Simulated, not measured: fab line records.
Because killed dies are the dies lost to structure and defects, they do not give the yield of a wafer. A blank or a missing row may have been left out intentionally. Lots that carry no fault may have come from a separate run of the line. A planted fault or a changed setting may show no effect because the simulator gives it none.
Matching of chambers    flow n5Finfet    N5_MOL_CONTACT_COAG_DESCUM_88 on rieDiel-01: 4 sister chambers
The step chemistry O2, time 7 s. 4 wafers are shown with their chamber, then 9 later ones without.

WAFERS WITH THEIR CHAMBER
wafer   chamber  drypumpMotorCurrentA (A)
L086.3  0        6.3
L088.2  2        5.2
L088.3  1        5.7
L088.4  3        6.3

WAFERS WHOSE CHAMBER IS MISSING
wafer   drypumpMotorCurrentA (A)
L092.4  6.3
L092.5  5.3
L092.6  6.3
L093.1  5.7
L093.4  5.2
L093.5  5.7
L097.2  5.7
L097.3  5.2
L097.5  5.7

WHICH CHAMBER EACH ONE RAN IN
wafer   from the rows above      in truth
L092.4  can't be placed: 0 or 3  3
L092.5  2                        2
L092.6  can't be placed: 0 or 3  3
L093.1  1                        1
L093.4  2                        2
L093.5  1                        1
L097.2  1                        1
L097.3  2                        2
L097.5  1                        1
Correctly placed: 7 of 9. Can't be placed from these rows: 2 (the true chamber is among the candidates in 2). 0 placed wrongly.
How it was worked out, from the rows above alone: a wafer's distance from a chamber is the root of the sum, over the readings, of the square of ((its reading less the chamber's mean) divided by the reading's scatter). The wafer belongs to the nearest chamber; if the next one is less than 2 further off, it can't be placed. Each chamber's mean is taken over the wafers shown for it. The scatter: root of mean squared gap, hidden wafer to nearest shown wafer, with one shown wafer a chamber.
